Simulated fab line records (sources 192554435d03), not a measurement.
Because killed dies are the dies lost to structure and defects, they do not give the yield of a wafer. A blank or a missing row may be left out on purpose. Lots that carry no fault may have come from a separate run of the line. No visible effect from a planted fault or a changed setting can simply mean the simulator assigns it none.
Split-lot study :: flow n5-finfet :: 7 lots, 21 wafers read, on a route of 1938 steps

## ABOUT THE SPLIT
At N5_BEOL_M2_COAT_22 (resist thk 30 nm), the setting spin-rpm was moved away from the recipe's 1500 rpm on 6 of the 21 wafers read, by -7.5% to +8.9%. For the rest of the wafers, this setting stayed at what the recipe calls for.

## FROM THE SPLIT TO THE READING: what the file shows between them, 4 steps
- N5_BEOL_M2_EBR_24
- N5_BEOL_M2_SOFTBAKE_23: time 60 s
- N5_BEOL_M2_EXPOSE_25: exposes mask V1, defocus 5 nm
- N5_BEOL_M2_PEB_26: peb time 60 s

## THE READING
CAR-EUV_of_BEOL_M2_COAT_22.thk-nm (the simulator's own value, which no gauge read), in nm, at N5_BEOL_M2_DEVELOP_27 (develop time 30 s). There is no usual value for it anywhere in the file. The 15 wafers here that ran the recipe average 29.6 nm, standard deviation 0.08 nm.

wafer: L074.1
tool, chamber at the split: litho-track-01, 0
spin-rpm as run, rpm: 1500
against the recipe: recipe
CAR-EUV_of_BEOL_M2_COAT_22.thk-nm, nm: 29.4
against lot-mates on the recipe: -

wafer: L074.2
tool, chamber at the split: litho-track-01, 0
spin-rpm as run, rpm: 1500
against the recipe: recipe
CAR-EUV_of_BEOL_M2_COAT_22.thk-nm, nm: 29.6
against lot-mates on the recipe: -

wafer: L074.6
tool, chamber at the split: litho-track-01, 0
spin-rpm as run, rpm: 1387
against the recipe: -7.5%
CAR-EUV_of_BEOL_M2_COAT_22.thk-nm, nm: 30.6
against lot-mates on the recipe: +1.1

wafer: L076.1
tool, chamber at the split: litho-track-01, 0
spin-rpm as run, rpm: 1500
against the recipe: recipe
CAR-EUV_of_BEOL_M2_COAT_22.thk-nm, nm: 29.6
against lot-mates on the recipe: -

wafer: L076.2
tool, chamber at the split: litho-track-01, 0
spin-rpm as run, rpm: 1500
against the recipe: recipe
CAR-EUV_of_BEOL_M2_COAT_22.thk-nm, nm: 29.6
against lot-mates on the recipe: -

wafer: L076.3
tool, chamber at the split: litho-track-01, 0
spin-rpm as run, rpm: 1500
against the recipe: recipe
CAR-EUV_of_BEOL_M2_COAT_22.thk-nm, nm: 29.6
against lot-mates on the recipe: -

wafer: L082.1
tool, chamber at the split: litho-track-01, 0
spin-rpm as run, rpm: 1500
against the recipe: recipe
CAR-EUV_of_BEOL_M2_COAT_22.thk-nm, nm: 29.6
against lot-mates on the recipe: -

wafer: L082.4
tool, chamber at the split: litho-track-01, 0
spin-rpm as run, rpm: 1500
against the recipe: recipe
CAR-EUV_of_BEOL_M2_COAT_22.thk-nm, nm: 29.6
against lot-mates on the recipe: -

wafer: L082.6
tool, chamber at the split: litho-track-01, 0
spin-rpm as run, rpm: 1500
against the recipe: recipe
CAR-EUV_of_BEOL_M2_COAT_22.thk-nm, nm: 29.6
against lot-mates on the recipe: -

wafer: L087.4
tool, chamber at the split: litho-track-03, 0
spin-rpm as run, rpm: 1500
against the recipe: recipe
CAR-EUV_of_BEOL_M2_COAT_22.thk-nm, nm: 29.6
against lot-mates on the recipe: -

wafer: L087.5
tool, chamber at the split: litho-track-03, 0
spin-rpm as run, rpm: 1424
against the recipe: -5.1%
CAR-EUV_of_BEOL_M2_COAT_22.thk-nm, nm: 30.4
against lot-mates on the recipe: +0.8

wafer: L087.6
tool, chamber at the split: litho-track-03, 0
spin-rpm as run, rpm: 1424
against the recipe: -5.1%
CAR-EUV_of_BEOL_M2_COAT_22.thk-nm, nm: 30.2
against lot-mates on the recipe: +0.6

wafer: L089.1
tool, chamber at the split: litho-track-01, 0
spin-rpm as run, rpm: 1500
against the recipe: recipe
CAR-EUV_of_BEOL_M2_COAT_22.thk-nm, nm: 29.6
against lot-mates on the recipe: -

wafer: L089.4
tool, chamber at the split: litho-track-01, 0
spin-rpm as run, rpm: 1500
against the recipe: recipe
CAR-EUV_of_BEOL_M2_COAT_22.thk-nm, nm: 29.6
against lot-mates on the recipe: -

wafer: L089.2
tool, chamber at the split: litho-track-01, 0
spin-rpm as run, rpm: 1633
against the recipe: +8.9%
CAR-EUV_of_BEOL_M2_COAT_22.thk-nm, nm: 28.2
against lot-mates on the recipe: -1.4

wafer: L094.1
tool, chamber at the split: litho-track-04, 0
spin-rpm as run, rpm: 1500
against the recipe: recipe
CAR-EUV_of_BEOL_M2_COAT_22.thk-nm, nm: 29.6
against lot-mates on the recipe: -

wafer: L094.3
tool, chamber at the split: litho-track-04, 0
spin-rpm as run, rpm: 1500
against the recipe: recipe
CAR-EUV_of_BEOL_M2_COAT_22.thk-nm, nm: 29.6
against lot-mates on the recipe: -

wafer: L094.5
tool, chamber at the split: litho-track-04, 0
spin-rpm as run, rpm: 1622
against the recipe: +8.1%
CAR-EUV_of_BEOL_M2_COAT_22.thk-nm, nm: 28.6
against lot-mates on the recipe: -1.0

wafer: L095.2
tool, chamber at the split: litho-track-01, 0
spin-rpm as run, rpm: 1500
against the recipe: recipe
CAR-EUV_of_BEOL_M2_COAT_22.thk-nm, nm: 29.4
against lot-mates on the recipe: -

wafer: L095.4
tool, chamber at the split: litho-track-01, 0
spin-rpm as run, rpm: 1500
against the recipe: recipe
CAR-EUV_of_BEOL_M2_COAT_22.thk-nm, nm: 29.4
against lot-mates on the recipe: -

wafer: L095.6
tool, chamber at the split: litho-track-01, 0
spin-rpm as run, rpm: 1590
against the recipe: +6.0%
CAR-EUV_of_BEOL_M2_COAT_22.thk-nm, nm: 28.6
against lot-mates on the recipe: -0.8

FIT RESULTS
A straight line over all 21 wafers: CAR-EUV_of_BEOL_M2_COAT_22.thk-nm changes by -0.142 nm for each +1% of spin-rpm; r = -0.98; the points scatter about the line by 0.097 nm.
The same after taking each lot's own level away (the mean of its wafers on the recipe; 21 wafers): -0.141 nm for each +1%; r = -0.99; scatter 0.068 nm.
On that fit, the largest move of spin-rpm shifts the reading by 1.3 nm.
From 29.40 to 29.60 nm: that is the span of the lots' own levels, equal to 2.5 times the standard deviation above.
Consequently the slope shifts little with the lot-to-lot level, the two slopes agreeing.
Check: -1.18 nm against its lot-mates is what the line predicts for one of the wafers moved furthest among these (+8.9%) when that wafer is left out of the fit. Against them it came out at -1.4 nm.

## OTHER SPLITS APPLIED TO THESE WAFERS
These wafers also went through other splits before the reading. Each is held against what the fit with the lots' levels taken away leaves over:
other split on the same wafers: N5_BEOL_M0_SAQP_EXPOSE_37 dose-mj
wafers away from the commonest value: 8
r with CAR-EUV_of_BEOL_M2_COAT_22.thk-nm (lot level and that fit taken away): -0.16

other split on the same wafers: N5_BEOL_M0_SAQP_CUT_ETCH_46 source-w
wafers away from the commonest value: 9
r with CAR-EUV_of_BEOL_M2_COAT_22.thk-nm (lot level and that fit taken away): -0.36

## THE WHOLE CHAIN: every reading that the file lists as answering this split, in the file's order
step: N5_BEOL_M2_COAT_22
what it does: resist thk 30 nm
reading: CAR-EUV_of_BEOL_M2_COAT_22.thk-nm (the simulator's own value, which no gauge read)
change (the file's fit): -0.148 nm for each +1% of the setting
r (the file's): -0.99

step: N5_BEOL_M2_DEVELOP_27
what it does: develop time 30 s
reading: CAR-EUV_of_BEOL_M2_COAT_22.thk-nm (the simulator's own value, which no gauge read)
change (the file's fit): -0.141 nm for each +1% of the setting
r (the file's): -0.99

## THE FILE'S OWN FIT
CAR-EUV_of_BEOL_M2_COAT_22.thk-nm changes by -0.141 nm for each +1% of spin-rpm, r = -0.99.
